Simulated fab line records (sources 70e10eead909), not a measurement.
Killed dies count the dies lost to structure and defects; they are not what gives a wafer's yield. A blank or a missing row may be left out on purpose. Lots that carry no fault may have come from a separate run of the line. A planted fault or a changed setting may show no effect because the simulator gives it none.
What tool caused it?	flow nand harc	24 lots with 72 wafers sampled at 6 steps, on a route of 1159 steps

## WHAT THE GAUGES SHOWED, per wafer
The record holds no reading of a measuring or inspecting step that can be judged against a usual standard deviation.

## WHICH TOOL RAN EACH LOT (tool, then ch and the chambers of the sampled wafers, then the start)
lot	NHARC_A_CONTACT_ETCH_113	NHARC_A_CONTACT_ETCH_124	NHARC_A_CONTACT_ETCH_127	NHARC_A_CONTACT_ETCH_130	NHARC_A_CONTACT_DEP_85	NHARC_A_CONTACT_DESCUM_13
L075	har cap etch-02 ch 0,1, day 16 10:56	har cap etch-02 ch 0,1, day 16 17:21	har cap etch-02 ch 0,1, day 16 17:50	har cap etch-02 ch 0,1, day 16 18:16	pecvd-03 ch 1,2, day 16 22:26	rie diel-07 ch 0,1, day 16 23:18
L074	har cap etch-03 ch 0,1, day 16 11:18	har cap etch-03 ch 0,1, day 16 18:09	har cap etch-03 ch 0,1, day 16 18:37	har cap etch-03 ch 0,1, day 16 19:03	pecvd-03 ch 0,1,2, day 16 22:58	rie diel-08 ch 0,1, day 17 00:42
L079	har cap etch-02 ch 1, day 16 21:51	har cap etch-02 ch 0,1, day 17 04:43	har cap etch-02 ch 0,1, day 17 05:13	har cap etch-02 ch 0,1, day 17 05:38	pecvd-03 ch 0,1, day 17 09:53	rie diel-01 ch 0,1,3, day 17 10:45
L076	har cap etch-03 ch 0,1, day 16 22:13	har cap etch-03 ch 0,1, day 17 06:03	har cap etch-03 ch 0,1, day 17 06:31	har cap etch-03 ch 0,1, day 17 06:56	pecvd-02 ch 0,1,2, day 17 11:04	rie diel-01 ch 2,3, day 17 11:58
L077	har cap etch-01 ch 0,1, day 17 04:11	har cap etch-01 ch 0,1, day 17 10:56	har cap etch-01 ch 0,1, day 17 11:26	har cap etch-01 ch 0,1, day 17 11:51	pecvd-03 ch 1,2, day 17 15:41	rie diel-07 ch 0,1,2, day 17 16:28
L080	har cap etch-02 ch 0,1, day 17 14:09	har cap etch-03 ch 0,1, day 17 22:04	har cap etch-03 ch 0,1, day 17 22:31	har cap etch-03 ch 0,1, day 17 22:56	pecvd-04 ch 1,2, day 18 06:16	rie diel-08 ch 0,1,2, day 18 07:02
L081	har cap etch-02 ch 0,1, day 18 02:26	har cap etch-02 ch 0,1, day 18 09:11	har cap etch-02 ch 0,1, day 18 09:39	har cap etch-02 ch 0,1, day 18 10:05	pecvd-02 ch 0,1, day 18 14:06	rie diel-07 ch 1,2, day 18 15:02
L078	har cap etch-01 ch 0,1, day 18 03:45	har cap etch-01 ch 0,1, day 18 10:44	har cap etch-01 ch 0,1, day 18 11:12	har cap etch-01 ch 0,1, day 18 11:38	pecvd-02 ch 1,2, day 18 15:14	rie diel-01 ch 1,2,3, day 18 15:58
L082	har cap etch-02 ch 0,1, day 18 17:04	har cap etch-01 ch 0,1, day 18 23:56	har cap etch-01 ch 0,1, day 19 00:25	har cap etch-01 ch 0,1, day 19 00:50	pecvd-02 ch 0,1,2, day 19 04:16	rie diel-07 ch 0,1,3, day 19 05:11
L083	har cap etch-03 ch 0,1, day 18 17:26	har cap etch-02 ch 0,1, day 19 00:22	har cap etch-02 ch 0,1, day 19 00:50	har cap etch-02 ch 0,1, day 19 01:16	pecvd-02 ch 0,2, day 19 05:13	rie diel-07 ch 1,3, day 19 06:01
L086	har cap etch-01 ch 0,1, day 19 07:09	har cap etch-03 ch 0,1, day 19 14:28	har cap etch-03 ch 0,1, day 19 14:56	har cap etch-03 ch 0,1, day 19 15:22	pecvd-04 ch 1,2, day 19 20:38	rie diel-08 ch 0,2,3, day 19 21:23
L085	har cap etch-02 ch 0,1, day 19 17:41	har cap etch-01 ch 0,1, day 20 00:38	har cap etch-01 ch 0,1, day 20 01:07	har cap etch-01 ch 0,1, day 20 01:32	pecvd-02 ch 0,1,2, day 20 06:20	rie diel-08 ch 0,2,3, day 20 07:16
L084	har cap etch-01 ch 0,1, day 19 20:00	har cap etch-03 ch 0,1, day 20 02:29	har cap etch-03 ch 0,1, day 20 03:03	har cap etch-03 ch 0,1, day 20 03:37	pecvd-02 ch 0,1, day 20 08:29	rie diel-07 ch 0,1,3, day 20 09:23
L087	har cap etch-03 ch 0,1, day 19 21:46	har cap etch-02 ch 0,1, day 20 04:17	har cap etch-02 ch 0,1, day 20 04:47	har cap etch-02 ch 0,1, day 20 05:12	pecvd-03 ch 0,1,2, day 20 11:55	rie diel-07 ch 0,2,3, day 20 12:50
L088	har cap etch-01 ch 0,1, day 20 07:15	har cap etch-02 ch 0,1, day 20 16:17	har cap etch-02 ch 0,1, day 20 16:46	har cap etch-02 ch 0,1, day 20 17:11	pecvd-04 ch 0,2, day 20 20:35	rie diel-07 ch 0,1,2, day 20 21:22
L092	har cap etch-03 ch 0,1, day 20 07:33	har cap etch-03 ch 0,1, day 20 17:39	har cap etch-03 ch 0,1, day 20 18:07	har cap etch-03 ch 0,1, day 20 18:33	pecvd-02 ch 0,2, day 20 22:01	rie diel-07 ch 1,3, day 20 22:54
L089	har cap etch-02 ch 0,1, day 20 12:41	har cap etch-02 ch 0,1, day 20 19:50	har cap etch-02 ch 0,1, day 20 20:19	har cap etch-02 ch 0,1, day 20 20:45	pecvd-02 ch 0,1, day 21 02:55	rie diel-01 ch 1,3, day 21 03:47
L090	har cap etch-03 ch 0,1, day 20 13:23	har cap etch-03 ch 0,1, day 20 21:01	har cap etch-03 ch 0,1, day 20 21:30	har cap etch-03 ch 0,1, day 20 21:56	pecvd-02 ch 1,2, day 21 03:42	rie diel-07 ch 0,1,3, day 21 04:37
L091	har cap etch-01 ch 0,1, day 20 18:57	har cap etch-03 ch 0,1, day 21 03:44	har cap etch-03 ch 0,1, day 21 04:12	har cap etch-03 ch 0,1, day 21 04:38	pecvd-04 ch 0,1,2, day 21 08:07	rie diel-07 ch 0,2,3, day 21 08:51
L093	har cap etch-01 ch 0,1, day 21 04:52	har cap etch-01 ch 0, day 21 12:13	har cap etch-01 ch 0, day 21 12:41	har cap etch-01 ch 0, day 21 13:07	pecvd-02 ch 0,2, day 21 16:38	rie diel-07 ch 1,2,3, day 21 17:36
L094	har cap etch-02 ch 0,1, day 21 20:58	har cap etch-02 ch 0,1, day 22 04:13	har cap etch-02 ch 0,1, day 22 04:41	har cap etch-02 ch 0,1, day 22 05:07	pecvd-02 ch 0,2, day 22 09:31	rie diel-07 ch 2,3, day 22 10:23
L096	har cap etch-01 ch 1, day 22 01:45	har cap etch-03 ch 0,1, day 22 09:28	har cap etch-03 ch 0,1, day 22 09:58	har cap etch-03 ch 0,1, day 22 10:23	pecvd-04 ch 0,1,2, day 22 16:59	rie diel-07 ch 2,3, day 22 17:52
L095	har cap etch-03 ch 1, day 22 02:58	har cap etch-02 ch 0,1, day 22 10:12	har cap etch-02 ch 0,1, day 22 10:41	har cap etch-02 ch 0,1, day 22 11:06	pecvd-04 ch 0,2, day 22 17:31	rie diel-08 ch 0,2, day 22 18:21
L097	har cap etch-01 ch 0, day 22 08:10	har cap etch-02 ch 0,1, day 22 15:46	har cap etch-02 ch 0,1, day 22 16:14	har cap etch-02 ch 0,1, day 22 16:40	pecvd-04 ch 1,2, day 22 20:35	rie diel-07 ch 1,2,3, day 22 21:26
- NHARC_A_CONTACT_ETCH_113: etches the open film in C4F8/O2/Ar, time 94 s, target depth 922 nm.
- NHARC_A_CONTACT_ETCH_124: etches the open film in C4F8/O2/Ar, time 140 s, target depth 700 nm.
- NHARC_A_CONTACT_ETCH_127: etches the open film in C4F8/O2/Ar, time 155 s, target depth 956 nm.
- NHARC_A_CONTACT_ETCH_130: etches the open film in C4F8/O2/Ar, time 155 s, target depth 956 nm.
- NHARC_A_CONTACT_DEP_85: deposits SiON, target thk 50 nm.
- NHARC_A_CONTACT_DESCUM_13: chemistry O2, time 3 s.

## AS READ BY THE TOOLS THEMSELVES (means over the sampled wafers that have a number; for cases with no such wafer, the mark the record gives instead)
NHARC_A_CONTACT_DEP_85. Usual: heater power w 785 W, standard deviation 110.
lot	tool	heater power w (W)	flag
L075	pecvd-03	811	
L074	pecvd-03	821	
L079	pecvd-03	863	
L076	pecvd-02	810	
L077	pecvd-03	753	
L080	pecvd-04	878	
L081	pecvd-02	768	
L078	pecvd-02	705	
L082	pecvd-02	764	
L083	pecvd-02	843	
L086	pecvd-04	885	
L085	pecvd-02	809	
L084	pecvd-02	687	
L087	pecvd-03	789	
L088	pecvd-04	705	
L092	pecvd-02	865	
L089	pecvd-02	671	
L090	pecvd-02	813	
L091	pecvd-04	791	
L093	pecvd-02	825	
L094	pecvd-02	779	
L096	pecvd-04	800	
L095	pecvd-04	748	
L097	pecvd-04	938	

NHARC_A_CONTACT_DESCUM_13. Usual: drypump motor current A 5.7 A, standard deviation 0.5; oes product au 1.000 a.u., standard deviation 0.011; rf vpp V 57.9 V, standard deviation 0.82; showerhead plenum p Torr 1.92 Torr, standard deviation 0.089; throttle valve pct 11.310 %, standard deviation 0.0098.
lot	tool	drypump motor current A (A)	oes product au (a.u.)	rf vpp V (V)	showerhead plenum p Torr (Torr)	throttle valve pct (%)	flag
L075	rie diel-07	5.5	1.006	58.4	1.95	11.316	
L074	rie diel-08	5.4	0.992	57.7	1.91	11.305	
L079	rie diel-01	5.5	0.997	58.3	1.97	11.317	
L076	rie diel-01	5.2	0.987	58.4	1.93	11.306	
L077	rie diel-07	5.5	1.012	57.5	1.89	11.314	
L080	rie diel-08	5.4	0.992	58.0	1.95	11.306	
L081	rie diel-07	5.4	0.996	58.0	1.96	11.303	
L078	rie diel-01	5.4	0.993	58.0	1.91	11.314	
L082	rie diel-07	6.0	1.000	58.2	1.94	11.317	
L083	rie diel-07	6.3	1.000	59.0	2.01	11.308	
L086	rie diel-08	5.7	0.993	58.5	1.98	11.316	
L085	rie diel-08	5.8	1.001	58.1	1.98	11.304	
L084	rie diel-07	6.0	1.002	57.6	1.94	11.317	
L087	rie diel-07	6.0	1.008	57.4	1.88	11.303	
L088	rie diel-07	5.5	1.000	57.7	1.89	11.314	
L092	rie diel-07	5.9	0.997	58.5	2.01	11.320	
L089	rie diel-01	5.4	1.013	58.1	1.91	11.305	
L090	rie diel-07	6.0	0.995	57.4	1.94	11.314	
L091	rie diel-07	6.0	1.001	57.3	1.88	11.315	
L093	rie diel-07	5.9	1.004	58.1	1.95	11.313	
L094	rie diel-07	6.4	0.997	58.0	1.95	11.304	
L096	rie diel-07	5.9	1.009	57.1	1.89	11.307	
L095	rie diel-08	5.6	0.997	57.8	1.97	11.307	
L097	rie diel-07	5.9	0.998	58.2	1.95	11.308	

## THE ANSWER, worked out from the rows above alone
Rule: a lot counts as off when the mean over its wafers that have a number is more than 3 standard deviations away from the usual mean. Also off: a lot with no number at a reading for which 4 or more lots have one. Any other lot the step has rows for is counted as sound. The gauges are gone through in route order, then the tools' own readings, and for those a lot's mean is taken as printed above. The first step at which some lot is off is used, and at that step the reading that is off furthest; a lot without a number counts as furthest.
Across all readings shown, no lot is off: no conclusion can be drawn from this.

## WHAT WAS PUT IN BY THE SIMULATOR
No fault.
